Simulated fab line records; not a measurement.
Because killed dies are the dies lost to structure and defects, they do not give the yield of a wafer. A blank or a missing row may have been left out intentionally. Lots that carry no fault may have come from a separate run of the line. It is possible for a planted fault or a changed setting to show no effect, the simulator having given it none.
Split-lot trial / flow n5Finfet / route with 1938 steps; 7 lots, 21 wafers read

## ON THE SPLIT
At N5_BEOL_M11_TRENCH_ETCH_37 (etches SiCOH lowk in C4F6/O2, target depth 148.83 nm, time 48 s), the setting sourceW was moved away from the recipe's 345 W on 9 of the 21 wafers read, by -12.9% to +12.1%. The other wafers ran this setting at the recipe's value.

Reading taken at the split's own step.

## THE READING
rfVppV, in V, at N5_BEOL_M11_TRENCH_ETCH_37 (etches SiCOH lowk in C4F6/O2, target depth 148.83 nm, time 48 s). Typical for fault-free wafers on this fab line: 663 V, with standard deviation 10 V.

wafer=L077.2; tool, chamber at the split=rieDiel-02, 2; sourceW as run, W=345; against the recipe=recipe; rfVppV, V=666; against lot-mates on the recipe=-
wafer=L077.3; tool, chamber at the split=rieDiel-02, 3; sourceW as run, W=345; against the recipe=recipe; rfVppV, V=665; against lot-mates on the recipe=-
wafer=L077.4; tool, chamber at the split=rieDiel-02, 2; sourceW as run, W=345; against the recipe=recipe; rfVppV, V=667; against lot-mates on the recipe=-
wafer=L084.1; tool, chamber at the split=rieDiel-02, 2; sourceW as run, W=311.8; against the recipe=-9.6%; rfVppV, V=702; against lot-mates on the recipe=+37
wafer=L084.2; tool, chamber at the split=rieDiel-02, 3; sourceW as run, W=311.8; against the recipe=-9.6%; rfVppV, V=701; against lot-mates on the recipe=+36
wafer=L084.4; tool, chamber at the split=rieDiel-02, 0; sourceW as run, W=345; against the recipe=recipe; rfVppV, V=665; against lot-mates on the recipe=-
wafer=L080.2; tool, chamber at the split=rieDiel-01, 1; sourceW as run, W=345; against the recipe=recipe; rfVppV, V=660; against lot-mates on the recipe=-
wafer=L080.4; tool, chamber at the split=rieDiel-01, 2; sourceW as run, W=386.6; against the recipe=+12.1%; rfVppV, V=638; against lot-mates on the recipe=-30
wafer=L080.5; tool, chamber at the split=rieDiel-01, 2; sourceW as run, W=345; against the recipe=recipe; rfVppV, V=675; against lot-mates on the recipe=-
wafer=L087.2; tool, chamber at the split=rieDiel-06, 3; sourceW as run, W=368.4; against the recipe=+6.8%; rfVppV, V=637; against lot-mates on the recipe=-25
wafer=L087.3; tool, chamber at the split=rieDiel-06, 0; sourceW as run, W=345; against the recipe=recipe; rfVppV, V=662; against lot-mates on the recipe=-
wafer=L087.5; tool, chamber at the split=rieDiel-06, 3; sourceW as run, W=368.4; against the recipe=+6.8%; rfVppV, V=640; against lot-mates on the recipe=-22
wafer=L085.2; tool, chamber at the split=rieDiel-02, 1; sourceW as run, W=345; against the recipe=recipe; rfVppV, V=679; against lot-mates on the recipe=-
wafer=L085.4; tool, chamber at the split=rieDiel-02, 2; sourceW as run, W=328.6; against the recipe=-4.8%; rfVppV, V=686; against lot-mates on the recipe=+7
wafer=L085.5; tool, chamber at the split=rieDiel-02, 1; sourceW as run, W=328.6; against the recipe=-4.8%; rfVppV, V=697; against lot-mates on the recipe=+18
wafer=L091.1; tool, chamber at the split=rieDiel-06, 1; sourceW as run, W=300.5; against the recipe=-12.9%; rfVppV, V=691; against lot-mates on the recipe=+30
wafer=L091.4; tool, chamber at the split=rieDiel-06, 0; sourceW as run, W=300.5; against the recipe=-12.9%; rfVppV, V=712; against lot-mates on the recipe=+51
wafer=L091.6; tool, chamber at the split=rieDiel-06, 3; sourceW as run, W=345; against the recipe=recipe; rfVppV, V=661; against lot-mates on the recipe=-
wafer=L090.2; tool, chamber at the split=rieDiel-06, 3; sourceW as run, W=345; against the recipe=recipe; rfVppV, V=660; against lot-mates on the recipe=-
wafer=L090.3; tool, chamber at the split=rieDiel-06, 1; sourceW as run, W=345; against the recipe=recipe; rfVppV, V=645; against lot-mates on the recipe=-
wafer=L090.5; tool, chamber at the split=rieDiel-06, 0; sourceW as run, W=345; against the recipe=recipe; rfVppV, V=662; against lot-mates on the recipe=-

THE FIT
A straight line over all 21 wafers: rfVppV changes by -3.2 V for each +1% of sourceW; r = -0.91; the points scatter about the line by 9.2 V.
The same after taking each lot's own level away (the mean of its wafers on the recipe; 21 wafers): -3.15 V for each +1%; r = -0.95; scatter 6.2 V.
That fit puts the effect of the largest move of sourceW on the reading at 41 V.
The span of the lots' own levels, 655.7 to 679.0 V, comes to 2.3 times the standard deviation stated above.
Consequently the slope shifts little with the lot-to-lot level, the two slopes agreeing.
Check: for one of the wafers moved furthest among these (-12.9%), held out of the fit, the line's prediction against its lot-mates is +44.4 V. Against them it came out at +30 V.
Tool readings at the split's step, against how far the setting was moved: rfVppV r = -0.91.

## ADDITIONAL SPLITS CARRIED BY THESE WAFERS
Note: prior to the reading, these wafers also went through further splits. Each is held against what the fit with the lots' levels taken away leaves over:
other split on the same wafers=N5_BEOL_M8_COAT_60 spinRpm; wafers away from the commonest value=7; r with rfVppV (lot level and that fit taken away)=-0.26
other split on the same wafers=N5_BEOL_M8_TRENCH_ETCH_37 biasW; wafers away from the commonest value=9; r with rfVppV (lot level and that fit taken away)=+0.31
other split on the same wafers=N5_BEOL_M10_ILD_DEP_00 timeS; wafers away from the commonest value=11; r with rfVppV (lot level and that fit taken away)=+0.00
other split on the same wafers=N5_BEOL_M11_ILD_DEP_00 timeS; wafers away from the commonest value=8; r with rfVppV (lot level and that fit taken away)=+0.13
other split on the same wafers=N5_BEOL_M11_HM_DEP_02 targetThkA; wafers away from the commonest value=8; r with rfVppV (lot level and that fit taken away)=+0.15

## THE FILE'S OWN FIT
rfVppV changes by -3.05 V for each +1% of sourceW, r = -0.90.
